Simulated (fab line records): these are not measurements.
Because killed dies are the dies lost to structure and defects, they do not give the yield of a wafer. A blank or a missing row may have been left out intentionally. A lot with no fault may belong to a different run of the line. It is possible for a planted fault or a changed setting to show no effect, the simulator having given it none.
The tool behind it: which one?	flow nand_harc	Sampling: 12 lots, 36 wafers, 6 of 1302 route steps

## WHAT THE GAUGES READ, wafer by wafer
NHARC_P_ZERO_WELL_CD_MEAS_52 targets a cd of 2000 nm.
lot	measured	on	cd_nm (nm)
L684	day 2 01:53	cd_sem-02	2000.6 2000.3 1998.6
L686	day 2 21:56	cd_sem-02	1998.7 1997.3 2000.3
L687	day 3 07:51	cd_sem-02	2004.0 2002.8 2001.9
L688	day 3 17:47	cd_sem-02	2003.0 2003.2 2002.4
L689	day 4 03:49	cd_sem-02	2001.2 2000.9 2000.4
L690	day 4 13:48	cd_sem-02	2000.9 2001.4 2001.7
L691	day 5 00:22	cd_sem-01	2002.7 2002.9 2002.1
L692	day 5 10:02	cd_sem-01	2002.6 2002.8 2002.2
L697	day 7 12:23	cd_sem-02	- - -
L705	day 10 19:41	cd_sem-01	1998.9 2001.3 2000.3
L706	day 11 05:32	cd_sem-02	2000.0 2002.2 1999.7
L707	day 11 15:37	cd_sem-02	1999.4 1999.9 2001.8

NHARC_P_STI_INSPECT_11.
lot	measured	on	raw_defect_count
L684	day 2 22:22	defect_inspect-02	7 15 6
L686	day 3 18:59	defect_inspect-01	8 2 3
L687	day 4 01:20	defect_inspect-02	2 6 4
L688	day 4 10:37	defect_inspect-01	6 8 5
L689	day 4 21:14	defect_inspect-01	5 5 2
L690	day 5 06:40	defect_inspect-01	9 9 5
L691	day 5 16:59	defect_inspect-01	9 8 4
L692	day 6 05:38	defect_inspect-01	3 8 6
L705	day 11 14:58	defect_inspect-01	3 7 3
L706	day 12 00:43	defect_inspect-02	6 5 4
L707	day 12 10:25	defect_inspect-01	9 7 4

NHARC_P_STI_INSPECT_25.
lot	measured	on	raw_defect_count
L684	day 4 05:50	defect_inspect-02	203 145 154
L686	day 4 22:22	defect_inspect-01	288 170 184
L687	day 5 02:31	defect_inspect-01	178 261 241
L688	day 5 13:20	defect_inspect-01	213 162 276
L689	day 6 05:52	defect_inspect-02	563 278 383
L690	day 6 11:04	defect_inspect-02	281 182 226
L691	day 6 23:30	defect_inspect-02	203 133 120
L692	day 7 09:26	defect_inspect-02	185 143 183
L705	day 12 17:11	defect_inspect-01	190 183 182
L706	day 13 04:19	defect_inspect-02	137 161 211
L707	day 13 18:18	defect_inspect-01	245 268 154

NHARC_END_SORT_01.
lot	measured	on	killed_at_array	killed_at_other	killed_at_periphery	killed_dies	killed_open	killed_short
L697	day 30 21:21	prober-01	65 45 62	3 2 0	609 630 615	677 677 677	4 2 5	4 0 4

## EACH LOT AND THE TOOL THAT RAN IT (in order: tool; ch and the chambers of the sampled wafers; start)
lot	NHARC_P_ZERO_WELL_DESCUM_39	NHARC_P_ZERO_WELL_EXPOSE_49
L684	rie_diel-13 ch 1,2, day 2 00:23	krf_scanner-01 ch 0, day 2 01:44
L686	rie_diel-06 ch 0,2, day 2 20:28	krf_scanner-04 ch 0, day 2 21:47
L687	rie_diel-06 ch 0,1,2, day 3 06:22	krf_scanner-01 ch 0, day 3 07:42
L688	rie_diel-09 ch 1,2,3, day 3 16:19	krf_scanner-04 ch 0, day 3 17:38
L689	rie_diel-06 ch 1,2,3, day 4 02:31	krf_scanner-04 ch 0, day 4 03:40
L690	rie_diel-13 ch 0,1,2, day 4 12:21	krf_scanner-01 ch 0, day 4 13:39
L691	rie_diel-13 ch 0,2,3, day 4 22:38	krf_scanner-03 ch 0, day 5 00:13
L692	rie_diel-06 ch 0,1,2, day 5 08:42	krf_scanner-03 ch 0, day 5 09:52
L697	rie_diel-13 ch 0,1,3, day 7 10:53	krf_scanner-04 ch 0, day 7 12:13
L705	rie_diel-13 ch 0,1,2, day 10 18:13	krf_scanner-04 ch 0, day 10 19:31
L706	rie_diel-09 ch 0,1, day 11 04:11	krf_scanner-04 ch 0, day 11 05:23
L707	rie_diel-06 ch 0,2,3, day 11 14:08	krf_scanner-03 ch 0, day 11 15:28
- NHARC_P_ZERO_WELL_DESCUM_39: chemistry O2, time 3 s.
- NHARC_P_ZERO_WELL_EXPOSE_49: exposes mask P HVPW, target cd 2000 nm.

## WHAT THE TOOLS THEMSELVES READ (means of the sampled wafers that have a number; where no wafer has one, the mark that the record gives instead)
NHARC_P_ZERO_WELL_DESCUM_39.
lot	tool	drypump_motor_current_A (A)	oes_product_au (a.u.)	rf_vpp_V (V)	showerhead_plenum_p_Torr (Torr)	throttle_valve_pct (%)
L684	rie_diel-13	5.2	0.996	57.6	2.01	11.315
L686	rie_diel-06	5.4	1.013	58.0	1.84	11.318
L687	rie_diel-06	5.7	1.004	57.3	1.91	11.311
L688	rie_diel-09	6.0	1.003	57.2	1.85	11.306
L689	rie_diel-06	5.9	1.005	57.9	1.89	11.315
L690	rie_diel-13	5.2	1.003	58.4	2.02	11.312
L691	rie_diel-13	5.5	1.000	58.1	1.97	11.309
L692	rie_diel-06	5.6	1.005	58.2	1.90	11.312
L697	rie_diel-13	5.6	0.996	58.3	1.96	11.310
L705	rie_diel-13	5.2	0.986	57.7	2.00	11.323
L706	rie_diel-09	5.5	1.003	57.5	1.83	11.316
L707	rie_diel-06	5.8	1.007	58.3	1.97	11.300

NHARC_P_ZERO_WELL_EXPOSE_49.
lot	tool	reticle_temp_C (C)
L684	krf_scanner-01	23.06
L686	krf_scanner-04	22.96
L687	krf_scanner-01	23.09
L688	krf_scanner-04	23.00
L689	krf_scanner-04	22.84
L690	krf_scanner-01	22.88
L691	krf_scanner-03	22.95
L692	krf_scanner-03	23.04
L697	krf_scanner-04	22.93
L705	krf_scanner-04	23.08
L706	krf_scanner-04	23.12
L707	krf_scanner-03	23.14

## THE ANSWER, worked out from the rows above alone
Rule: what is usual is taken from the lots themselves. Put in order of their means at a reading, lots are off if they are a third of the lots or fewer, leave a main group of 4 or more, and stand apart from it by a gap of 3 or more times the standard deviation of the main group's means; of several such gaps the widest counts. A main group is skipped when, at the precision printed for the reading in the tables above, its means are all equal. Also off: a lot with no number at a reading for which 4 or more lots have one. Any other lot the step has rows for is counted as sound. After the gauges, taken in route order, come the tools' own readings; for these a lot's mean is taken, as printed above. At the first step where some lot is off, the reading lying furthest off is the one used; lots without a number count as furthest.
Off: L697, at NHARC_P_ZERO_WELL_CD_MEAS_52 (cd_nm). Without a number there: L697. The main group: mean 2001.2 nm, standard deviation 1.3.
If a tool, at a process step before that reading, ran all the lots that are off and no sound lot after the first of them, it fits. Those tools and the gauges at NHARC_P_ZERO_WELL_CD_MEAS_52 are tried in the same way. No candidate that was tried fits.

## WHAT THE SIMULATOR PUT IN
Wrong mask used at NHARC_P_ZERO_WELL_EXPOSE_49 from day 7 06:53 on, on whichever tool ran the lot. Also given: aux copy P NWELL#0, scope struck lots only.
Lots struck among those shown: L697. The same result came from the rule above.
